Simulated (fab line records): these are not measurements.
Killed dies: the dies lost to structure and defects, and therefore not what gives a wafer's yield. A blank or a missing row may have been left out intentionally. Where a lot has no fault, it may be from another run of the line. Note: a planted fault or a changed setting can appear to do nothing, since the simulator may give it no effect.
Split-lot study || flow n5 finfet || 39 wafers read from 7 lots, route of 1938 steps

THE SPLIT
At N5_BEOL_M0_SAQP_PECVD_96 (deposits a-Si from SiH4/He, target thk 45 nm, time 45.2 s), the setting time s was moved away from the recipe's 45.2 s on 12 of the 39 wafers read, by -35.2% to +22.7%. The other wafers ran this setting at the recipe's value.

FROM THE SPLIT TO THE READING: what the file shows between them, 4 steps
- N5_BEOL_M0_SAQP_PECVD_97: deposits SiNx from SiH4/NH3/N2, target thk 23 nm, time 19.9 s
- N5_BEOL_M0_SAQP_PECVD_04: deposits a-Si from SiH4/He, target thk 60 nm, time 60.2 s
- N5_BEOL_M0_SAQP_ETCH_101: etches SiNx in CH3F/O2, target depth 29.9 nm, time 42.7 s
- N5_BEOL_M0_SAQP_ETCH_102: etches SiO2 in CF4, target depth 4 nm, time 4.4 s

THE READING
oes product au, in a.u., at N5_BEOL_M0_SAQP_MANDREL_ETCH_103 (etches a-Si in HBr/Cl2, stops on SiCN, target depth 45 nm, bt time 10 s, time 27 s). On this fab line, fault-free wafers typically give 0.676 a.u. with a standard deviation of 0.013 a.u.

{"wafer": "L076.3", "tool, chamber at the split": "pecvd-04, 1", "time s as run, s": 45.2, "against the recipe": "recipe", "oes product au, a.u.": 0.703, "against lot-mates on the recipe": "-"}
{"wafer": "L076.4", "tool, chamber at the split": "pecvd-04, 1", "time s as run, s": 45.2, "against the recipe": "recipe", "oes product au, a.u.": 0.687, "against lot-mates on the recipe": "-"}
{"wafer": "L076.5", "tool, chamber at the split": "pecvd-04, 0", "time s as run, s": 45.2, "against the recipe": "recipe", "oes product au, a.u.": 0.672, "against lot-mates on the recipe": "-"}
{"wafer": "L079.1", "tool, chamber at the split": "pecvd-01, 2,0", "time s as run, s": 45.2, "against the recipe": "recipe", "oes product au, a.u.": 0.685, "against lot-mates on the recipe": "-"}
{"wafer": "L079.2", "tool, chamber at the split": "pecvd-01, 0", "time s as run, s": 45.2, "against the recipe": "recipe", "oes product au, a.u.": 0.668, "against lot-mates on the recipe": "-"}
{"wafer": "L079.3", "tool, chamber at the split": "pecvd-01, 1", "time s as run, s": 45.2, "against the recipe": "recipe", "oes product au, a.u.": 0.659, "against lot-mates on the recipe": "-"}
{"wafer": "L079.4", "tool, chamber at the split": "pecvd-01, 2,0", "time s as run, s": 45.2, "against the recipe": "recipe", "oes product au, a.u.": 0.665, "against lot-mates on the recipe": "-"}
{"wafer": "L079.5", "tool, chamber at the split": "pecvd-01, 2", "time s as run, s": 45.2, "against the recipe": "recipe", "oes product au, a.u.": 0.694, "against lot-mates on the recipe": "-"}
{"wafer": "L079.6", "tool, chamber at the split": "pecvd-01, 1", "time s as run, s": 45.2, "against the recipe": "recipe", "oes product au, a.u.": 0.679, "against lot-mates on the recipe": "-"}
{"wafer": "L081.1", "tool, chamber at the split": "pecvd-01, 2", "time s as run, s": 29.29, "against the recipe": "-35.2%", "oes product au, a.u.": 0.538, "against lot-mates on the recipe": -0.131}
{"wafer": "L081.2", "tool, chamber at the split": "pecvd-01, 0,1", "time s as run, s": 29.29, "against the recipe": "-35.2%", "oes product au, a.u.": 0.550, "against lot-mates on the recipe": -0.119}
{"wafer": "L081.3", "tool, chamber at the split": "pecvd-01, 0,1", "time s as run, s": 29.29, "against the recipe": "-35.2%", "oes product au, a.u.": 0.528, "against lot-mates on the recipe": -0.141}
{"wafer": "L081.4", "tool, chamber at the split": "pecvd-01, 1", "time s as run, s": 45.2, "against the recipe": "recipe", "oes product au, a.u.": 0.657, "against lot-mates on the recipe": "-"}
{"wafer": "L081.5", "tool, chamber at the split": "pecvd-01, 2", "time s as run, s": 45.2, "against the recipe": "recipe", "oes product au, a.u.": 0.685, "against lot-mates on the recipe": "-"}
{"wafer": "L081.6", "tool, chamber at the split": "pecvd-01, 0", "time s as run, s": 45.2, "against the recipe": "recipe", "oes product au, a.u.": 0.664, "against lot-mates on the recipe": "-"}
{"wafer": "L091.1", "tool, chamber at the split": "pecvd-02, 1", "time s as run, s": 45.2, "against the recipe": "recipe", "oes product au, a.u.": 0.670, "against lot-mates on the recipe": "-"}
{"wafer": "L091.2", "tool, chamber at the split": "pecvd-02, 0", "time s as run, s": 45.2, "against the recipe": "recipe", "oes product au, a.u.": 0.668, "against lot-mates on the recipe": "-"}
{"wafer": "L091.3", "tool, chamber at the split": "pecvd-02, 0,1", "time s as run, s": 54.36, "against the recipe": "+20.3%", "oes product au, a.u.": 0.755, "against lot-mates on the recipe": "+0.080"}
{"wafer": "L091.4", "tool, chamber at the split": "pecvd-02, 1", "time s as run, s": 45.2, "against the recipe": "recipe", "oes product au, a.u.": 0.688, "against lot-mates on the recipe": "-"}
{"wafer": "L091.5", "tool, chamber at the split": "pecvd-02, 0", "time s as run, s": 54.36, "against the recipe": "+20.3%", "oes product au, a.u.": 0.746, "against lot-mates on the recipe": "+0.071"}
{"wafer": "L091.6", "tool, chamber at the split": "pecvd-02, 0,1", "time s as run, s": 54.36, "against the recipe": "+20.3%", "oes product au, a.u.": 0.743, "against lot-mates on the recipe": "+0.068"}
{"wafer": "L092.1", "tool, chamber at the split": "pecvd-02, 0", "time s as run, s": 55.45, "against the recipe": "+22.7%", "oes product au, a.u.": 0.747, "against lot-mates on the recipe": "+0.080"}
{"wafer": "L092.2", "tool, chamber at the split": "pecvd-02, 1", "time s as run, s": 45.2, "against the recipe": "recipe", "oes product au, a.u.": 0.664, "against lot-mates on the recipe": "-"}
{"wafer": "L092.3", "tool, chamber at the split": "pecvd-02, 1", "time s as run, s": 45.2, "against the recipe": "recipe", "oes product au, a.u.": 0.675, "against lot-mates on the recipe": "-"}
{"wafer": "L092.4", "tool, chamber at the split": "pecvd-02, 0", "time s as run, s": 55.45, "against the recipe": "+22.7%", "oes product au, a.u.": 0.787, "against lot-mates on the recipe": "+0.120"}
{"wafer": "L092.5", "tool, chamber at the split": "pecvd-02, 0", "time s as run, s": 45.2, "against the recipe": "recipe", "oes product au, a.u.": 0.663, "against lot-mates on the recipe": "-"}
{"wafer": "L092.6", "tool, chamber at the split": "pecvd-02, 1", "time s as run, s": 55.45, "against the recipe": "+22.7%", "oes product au, a.u.": 0.757, "against lot-mates on the recipe": "+0.090"}
{"wafer": "L094.1", "tool, chamber at the split": "pecvd-04, 2", "time s as run, s": 45.2, "against the recipe": "recipe", "oes product au, a.u.": 0.702, "against lot-mates on the recipe": "-"}
{"wafer": "L094.2", "tool, chamber at the split": "pecvd-04, 0", "time s as run, s": 45.2, "against the recipe": "recipe", "oes product au, a.u.": 0.659, "against lot-mates on the recipe": "-"}
{"wafer": "L094.3", "tool, chamber at the split": "pecvd-04, 1,0", "time s as run, s": 45.2, "against the recipe": "recipe", "oes product au, a.u.": 0.650, "against lot-mates on the recipe": "-"}
{"wafer": "L094.4", "tool, chamber at the split": "pecvd-04, 1", "time s as run, s": 45.2, "against the recipe": "recipe", "oes product au, a.u.": 0.684, "against lot-mates on the recipe": "-"}
{"wafer": "L094.5", "tool, chamber at the split": "pecvd-04, 1,0", "time s as run, s": 45.2, "against the recipe": "recipe", "oes product au, a.u.": 0.666, "against lot-mates on the recipe": "-"}
{"wafer": "L094.6", "tool, chamber at the split": "pecvd-04, 2", "time s as run, s": 45.2, "against the recipe": "recipe", "oes product au, a.u.": 0.658, "against lot-mates on the recipe": "-"}
{"wafer": "L095.1", "tool, chamber at the split": "pecvd-01, 0", "time s as run, s": 55.15, "against the recipe": "+22.0%", "oes product au, a.u.": 0.745, "against lot-mates on the recipe": "+0.062"}
{"wafer": "L095.2", "tool, chamber at the split": "pecvd-01, 1,2", "time s as run, s": 55.15, "against the recipe": "+22.0%", "oes product au, a.u.": 0.760, "against lot-mates on the recipe": "+0.077"}
{"wafer": "L095.3", "tool, chamber at the split": "pecvd-01, 1,2", "time s as run, s": 55.15, "against the recipe": "+22.0%", "oes product au, a.u.": 0.775, "against lot-mates on the recipe": "+0.092"}
{"wafer": "L095.4", "tool, chamber at the split": "pecvd-01, 2", "time s as run, s": 45.2, "against the recipe": "recipe", "oes product au, a.u.": 0.691, "against lot-mates on the recipe": "-"}
{"wafer": "L095.5", "tool, chamber at the split": "pecvd-01, 1", "time s as run, s": 45.2, "against the recipe": "recipe", "oes product au, a.u.": 0.685, "against lot-mates on the recipe": "-"}
{"wafer": "L095.6", "tool, chamber at the split": "pecvd-01, 0", "time s as run, s": 45.2, "against the recipe": "recipe", "oes product au, a.u.": 0.673, "against lot-mates on the recipe": "-"}
The file does not say which wafer passed through which chamber wherever a row lists several chambers: such a row stands for several wafers.

FIT RESULTS
A straight line over all 39 wafers: oes product au changes by +0.00384 a.u. for each +1% of time s; r = +0.97; the points scatter about the line by 0.014 a.u.
The same after taking each lot's own level away (the mean of its wafers on the recipe; 39 wafers): +0.00374 a.u. for each +1%; r = +0.97; scatter 0.013 a.u.
Per that fit: largest time s move, reading shift of 0.13 a.u.
Across the lots, their own levels run from 0.6673 to 0.6873 a.u., a range of 1.5 times the standard deviation given above.
Consequently the slope shifts little with the lot-to-lot level, the two slopes agreeing.
Check: for one of the wafers moved furthest among these (-35.2%), held out of the fit, the line's prediction against its lot-mates is -0.132 a.u. It came out at -0.131 a.u. against them.

ADDITIONAL SPLITS CARRIED BY THESE WAFERS
These wafers also went through other splits before the reading. Each is held against what the fit with the lots' levels taken away leaves over:
{"other split on the same wafers": "N5_FIN_SAQP_PECVD_47 time s", "wafers away from the commonest value": 9, "r with oes product au (lot level and that fit taken away)": -0.03}
{"other split on the same wafers": "N5_SD_EPI_N_DEVELOP_08 develop time s", "wafers away from the commonest value": 15, "r with oes product au (lot level and that fit taken away)": -0.12}
{"other split on the same wafers": "N5_SD_EPI_P_ETCH_16 target depth a", "wafers away from the commonest value": 18, "r with oes product au (lot level and that fit taken away)": "+0.06"}
{"other split on the same wafers": "N5_GATE_CUT_DESCUM_18 time s", "wafers away from the commonest value": 15, "r with oes product au (lot level and that fit taken away)": -0.08}

THE WHOLE CHAIN: every reading that the file lists as answering this split, in the file's order
{"step": "N5_BEOL_M0_SAQP_PECVD_96", "what it does": "deposits a-Si from SiH4/He, target thk 45 nm, time 45.2 s", "reading": "a-Si_of_BEOL_M0_SAQP_PECVD_96.thk nm (the simulator's own value, which no gauge read)", "change (the file's fit)": "+0.453 nm for each +1% of the setting", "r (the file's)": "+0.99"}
{"step": "N5_BEOL_M0_SAQP_MANDREL_ETCH_103", "what it does": "etches a-Si in HBr/Cl2, stops on SiCN, target depth 45 nm, bt time 10 s, time 27 s", "reading": "oes product au", "change (the file's fit)": "+0.00374 a.u. for each +1% of the setting", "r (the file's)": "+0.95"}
{"step": "N5_BEOL_M0_SAQP_MANDREL_ETCH_103", "what it does": "etches a-Si in HBr/Cl2, stops on SiCN, target depth 45 nm, bt time 10 s, time 27 s", "reading": "etch.depth nm (the simulator's own value, which no gauge read)", "change (the file's fit)": "+0.454 nm for each +1% of the setting", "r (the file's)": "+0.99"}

FILE'S OWN FIT
oes product au changes by +0.00374 a.u. for each +1% of time s, r = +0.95.
